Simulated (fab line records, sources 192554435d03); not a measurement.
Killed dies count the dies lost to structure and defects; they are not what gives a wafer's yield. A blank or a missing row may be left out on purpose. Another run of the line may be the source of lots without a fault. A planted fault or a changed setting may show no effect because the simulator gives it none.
Split-lot trial / flow n5-finfet / 7 lots, 39 wafers read, on a route of 1938 steps

== THE SPLIT ITSELF ==
At N5_DUMMY_GATE_EXPOSE_12 (exposes mask GATE, target cd 25 nm), the setting dose-mj was moved away from the recipe's 34 on 15 of the 39 wafers read, by -4.5% to +6.1%. This setting was run at the recipe's value on the other wafers.

== FROM THE SPLIT TO THE READING: what the file shows between them, 2 steps ==
- N5_DUMMY_GATE_PEB_13: peb time 60 s
- N5_DUMMY_GATE_DEVELOP_14: develop time 30 s

== THE READING ==
Shown in nm: cd-nm at N5_DUMMY_GATE_CD_MEAS_15, with target cd 25.8 nm. Typical for fault-free wafers on this fab line: 25.08 nm, with standard deviation 0.23 nm.

wafer=L074.1; tool, chamber at the split=euv-scanner-02, 0; dose-mj as run=34; against the recipe=recipe; cd-nm, nm=24.75; against lot-mates on the recipe=-
wafer=L074.2; tool, chamber at the split=euv-scanner-02, 0; dose-mj as run=34; against the recipe=recipe; cd-nm, nm=25.14; against lot-mates on the recipe=-
wafer=L074.3; tool, chamber at the split=euv-scanner-02, 0; dose-mj as run=34; against the recipe=recipe; cd-nm, nm=25.10; against lot-mates on the recipe=-
wafer=L074.4; tool, chamber at the split=euv-scanner-02, 0; dose-mj as run=34; against the recipe=recipe; cd-nm, nm=25.14; against lot-mates on the recipe=-
wafer=L074.5; tool, chamber at the split=euv-scanner-02, 0; dose-mj as run=34; against the recipe=recipe; cd-nm, nm=25.18; against lot-mates on the recipe=-
wafer=L074.6; tool, chamber at the split=euv-scanner-02, 0; dose-mj as run=34; against the recipe=recipe; cd-nm, nm=25.18; against lot-mates on the recipe=-
wafer=L075.1; tool, chamber at the split=euv-scanner-01, 0; dose-mj as run=34; against the recipe=recipe; cd-nm, nm=25.36; against lot-mates on the recipe=-
wafer=L075.4; tool, chamber at the split=euv-scanner-01, 0; dose-mj as run=34; against the recipe=recipe; cd-nm, nm=25.05; against lot-mates on the recipe=-
wafer=L075.6; tool, chamber at the split=euv-scanner-01, 0; dose-mj as run=34; against the recipe=recipe; cd-nm, nm=25.13; against lot-mates on the recipe=-
wafer=L080.1; tool, chamber at the split=euv-scanner-02, 0; dose-mj as run=36.07; against the recipe=+6.1%; cd-nm, nm=23.72; against lot-mates on the recipe=-1.14
wafer=L080.2; tool, chamber at the split=euv-scanner-02, 0; dose-mj as run=34; against the recipe=recipe; cd-nm, nm=25.05; against lot-mates on the recipe=-
wafer=L080.3; tool, chamber at the split=euv-scanner-02, 0; dose-mj as run=36.07; against the recipe=+6.1%; cd-nm, nm=24.29; against lot-mates on the recipe=-0.57
wafer=L080.4; tool, chamber at the split=euv-scanner-02, 0; dose-mj as run=36.07; against the recipe=+6.1%; cd-nm, nm=23.81; against lot-mates on the recipe=-1.05
wafer=L080.5; tool, chamber at the split=euv-scanner-02, 0; dose-mj as run=34; against the recipe=recipe; cd-nm, nm=24.66; against lot-mates on the recipe=-
wafer=L080.6; tool, chamber at the split=euv-scanner-02, 0; dose-mj as run=34; against the recipe=recipe; cd-nm, nm=24.87; against lot-mates on the recipe=-
wafer=L081.1; tool, chamber at the split=euv-scanner-01, 0; dose-mj as run=34; against the recipe=recipe; cd-nm, nm=24.97; against lot-mates on the recipe=-
wafer=L081.2; tool, chamber at the split=euv-scanner-01, 0; dose-mj as run=35.43; against the recipe=+4.2%; cd-nm, nm=24.17; against lot-mates on the recipe=-0.83
wafer=L081.3; tool, chamber at the split=euv-scanner-01, 0; dose-mj as run=35.43; against the recipe=+4.2%; cd-nm, nm=24.59; against lot-mates on the recipe=-0.41
wafer=L081.4; tool, chamber at the split=euv-scanner-01, 0; dose-mj as run=34; against the recipe=recipe; cd-nm, nm=25.14; against lot-mates on the recipe=-
wafer=L081.5; tool, chamber at the split=euv-scanner-01, 0; dose-mj as run=34; against the recipe=recipe; cd-nm, nm=24.90; against lot-mates on the recipe=-
wafer=L081.6; tool, chamber at the split=euv-scanner-01, 0; dose-mj as run=35.43; against the recipe=+4.2%; cd-nm, nm=24.54; against lot-mates on the recipe=-0.46
wafer=L082.1; tool, chamber at the split=euv-scanner-01, 0; dose-mj as run=34; against the recipe=recipe; cd-nm, nm=25.27; against lot-mates on the recipe=-
wafer=L082.2; tool, chamber at the split=euv-scanner-01, 0; dose-mj as run=36.09; against the recipe=+6.1%; cd-nm, nm=23.74; against lot-mates on the recipe=-1.27
wafer=L082.3; tool, chamber at the split=euv-scanner-01, 0; dose-mj as run=36.09; against the recipe=+6.1%; cd-nm, nm=24.15; against lot-mates on the recipe=-0.86
wafer=L082.4; tool, chamber at the split=euv-scanner-01, 0; dose-mj as run=36.09; against the recipe=+6.1%; cd-nm, nm=23.97; against lot-mates on the recipe=-1.04
wafer=L082.5; tool, chamber at the split=euv-scanner-01, 0; dose-mj as run=34; against the recipe=recipe; cd-nm, nm=25.01; against lot-mates on the recipe=-
wafer=L082.6; tool, chamber at the split=euv-scanner-01, 0; dose-mj as run=34; against the recipe=recipe; cd-nm, nm=24.76; against lot-mates on the recipe=-
wafer=L089.1; tool, chamber at the split=euv-scanner-02, 0; dose-mj as run=32.61; against the recipe=-4.1%; cd-nm, nm=25.96; against lot-mates on the recipe=+0.88
wafer=L089.2; tool, chamber at the split=euv-scanner-02, 0; dose-mj as run=34; against the recipe=recipe; cd-nm, nm=24.75; against lot-mates on the recipe=-
wafer=L089.3; tool, chamber at the split=euv-scanner-02, 0; dose-mj as run=34; against the recipe=recipe; cd-nm, nm=25.23; against lot-mates on the recipe=-
wafer=L089.4; tool, chamber at the split=euv-scanner-02, 0; dose-mj as run=32.61; against the recipe=-4.1%; cd-nm, nm=25.96; against lot-mates on the recipe=+0.88
wafer=L089.5; tool, chamber at the split=euv-scanner-02, 0; dose-mj as run=34; against the recipe=recipe; cd-nm, nm=25.26; against lot-mates on the recipe=-
wafer=L089.6; tool, chamber at the split=euv-scanner-02, 0; dose-mj as run=32.61; against the recipe=-4.1%; cd-nm, nm=26.08; against lot-mates on the recipe=+1.00
wafer=L090.1; tool, chamber at the split=euv-scanner-02, 0; dose-mj as run=34; against the recipe=recipe; cd-nm, nm=24.92; against lot-mates on the recipe=-
wafer=L090.2; tool, chamber at the split=euv-scanner-02, 0; dose-mj as run=32.47; against the recipe=-4.5%; cd-nm, nm=25.96; against lot-mates on the recipe=+0.91
wafer=L090.3; tool, chamber at the split=euv-scanner-02, 0; dose-mj as run=32.47; against the recipe=-4.5%; cd-nm, nm=25.95; against lot-mates on the recipe=+0.90
wafer=L090.4; tool, chamber at the split=euv-scanner-02, 0; dose-mj as run=32.47; against the recipe=-4.5%; cd-nm, nm=25.85; against lot-mates on the recipe=+0.80
wafer=L090.5; tool, chamber at the split=euv-scanner-02, 0; dose-mj as run=34; against the recipe=recipe; cd-nm, nm=24.97; against lot-mates on the recipe=-
wafer=L090.6; tool, chamber at the split=euv-scanner-02, 0; dose-mj as run=34; against the recipe=recipe; cd-nm, nm=25.26; against lot-mates on the recipe=-

FIT RESULTS
A straight line over all 39 wafers: cd-nm changes by -0.186 nm for each +1% of dose-mj; r = -0.95; the points scatter about the line by 0.19 nm.
The same after taking each lot's own level away (the mean of its wafers on the recipe; 39 wafers): -0.174 nm for each +1%; r = -0.95; scatter 0.18 nm.
That fit puts the effect of the largest move of dose-mj on the reading at 1.1 nm.
From 24.860 to 25.180 nm: that is the span of the lots' own levels, equal to 1.4 times the standard deviation above.
Consequently the slope shifts little with the lot-to-lot level, the two slopes agreeing.
Check: -0.994 nm against its lot-mates is what the line predicts for one of the wafers moved furthest among these (+6.1%) when that wafer is left out of the fit. Against them it came out at -1.27 nm.

== THE WHOLE CHAIN: every reading that the file lists as answering this split, in the file's order ==
step=N5_DUMMY_GATE_CD_MEAS_15; what it does=target cd 25.8 nm; reading=cd-nm; change (the file's fit)=-0.171 nm for each +1% of the setting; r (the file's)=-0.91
step=N5_DUMMY_GATE_TRIM_49; what it does=chemistry O2, time 29 s, target cd 14 nm; reading=DUMMY_GATE.cd-nm (the simulator's own value, which no gauge read); change (the file's fit)=-0.182 nm for each +1% of the setting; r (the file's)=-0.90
step=N5_DUMMY_GATE_ETCH_44; what it does=etches poly-Si in HBr/O2, stops on SiO2, target depth 127.5 nm; reading=DUMMY_GATE.cd-nm (the simulator's own value, which no gauge read); change (the file's fit)=-0.175 nm for each +1% of the setting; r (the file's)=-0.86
step=N5_DUMMY_GATE_ETCH_42; what it does=etches SiO2 in CHF3/O2, target depth 3.5 nm, time 31 s; reading=DUMMY_GATE.cd-nm (the simulator's own value, which no gauge read); change (the file's fit)=-0.186 nm for each +1% of the setting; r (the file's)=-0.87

== FILE'S OWN FIT ==
cd-nm changes by -0.171 nm for each +1% of dose-mj, r = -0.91.
